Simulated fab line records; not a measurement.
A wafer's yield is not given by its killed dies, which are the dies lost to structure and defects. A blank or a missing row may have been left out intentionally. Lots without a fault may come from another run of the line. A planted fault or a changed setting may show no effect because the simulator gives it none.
8D (eight disciplines) problem report, filled in by code | flow nand_harc | the parts of the form that need people (team, actions taken, sign-off) are left out

== 1. THE ISSUE ==
At NHARC_P_ZERO_WELL_PEB_35, heater_power_total_W averages 161.34 W over 6 wafers from 2 lots, while fault-free wafers read 163.98 W, standard deviation 0.27. That puts it -9.8 standard deviations away from the usual mean.
The step: peb time 85 s.
First seen on wafer L984.3, day 6 14:10, on litho_track-02. The record has a number at this step for 39 wafers belonging to 13 lots. The rule behind "out" and "out of limits": a value lying over 4 standard deviations away from the usual mean. The other wafers with a number count as sound.

== 2. WHAT THIS IS AND IS NOT ==
question                    | is                                 | is not
which readings at this step | heater_power_total_W, plate_temp_C | -
which lots                  | L984, L985                         | L973, L975, L978, L979, L989, L991, L992, L993, L994, L995, L996
which wafers of those lots  | all that have a number             | -
read on which tools         | litho_track-02                     | litho_track-03, litho_track-07
when                        | from day 6 14:10                   | up to then (12 sound wafers); but 21 sound wafers of L989, L991, L992, L993, L994, L995, L996 came after

== 3. THE SUSPECTS, EACH WITH WHAT RULES IT OUT ==
Counting: any tool at a process step up to the reading is kept as a suspect provided that every lot that is out went through it and no sound lot did after the first of them.
- rie_diel-01 at NHARC_P_ZERO_WELL_ETCH_65 (etches the open film in N2/H2, target depth 80 nm, overetch 24 nm, time 87.88 s): ruled out as a lasting fault. After its first lot that is out, L984 (day 6 11:31), sound lots L989, L993, L995, L996 ran on it.
- litho_track-02 at NHARC_P_ZERO_WELL_PEB_35 (peb time 85 s): ruled out as a lasting fault. After its first lot that is out, L984 (day 6 14:10), sound lots L993, L996 ran on it.
Left after counting: nothing in the record.

== 4. THE CAUSE (what the simulator had put in) ==
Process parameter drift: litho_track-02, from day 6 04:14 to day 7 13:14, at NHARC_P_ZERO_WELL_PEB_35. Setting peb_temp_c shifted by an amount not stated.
Counting ruled it out, wrongly.

== 5. THE CHAIN OF EFFECTS, in route order ==
Each row: a reading whose mean over the struck wafers that have a number lies more than 3 standard deviations from the usual. Scope: only readings with a usual standard deviation given in the record; hours: median across lots of the time from each lot's start at the first step in this table that gives one to its start at this step; sigmas: change in usual standard deviations.
hours | step                     | reading              | usual    | on struck wafers | change | sigmas
0     | NHARC_P_ZERO_WELL_PEB_35 | heater_power_total_W | 163.98 W | 161.34           | -2.64  | -9.8
0     | NHARC_P_ZERO_WELL_PEB_35 | plate_temp_C         | 118.01 C | 116.62           | -1.39  | -9.2
The process steps in it:
- NHARC_P_ZERO_WELL_PEB_35: peb time 85 s.
At these later measuring or inspecting steps, every struck wafer for which the step has a row has a number for every such reading, and none has moved that far: NHARC_P_GATE_OVL_MEAS_27, NHARC_END_SORT_01.

== 6. WHAT WOULD HAVE CAUGHT IT SOONER ==
The fault began at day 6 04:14; the first out-of-limits reading in this record came at day 6 14:10, 10 hours later.
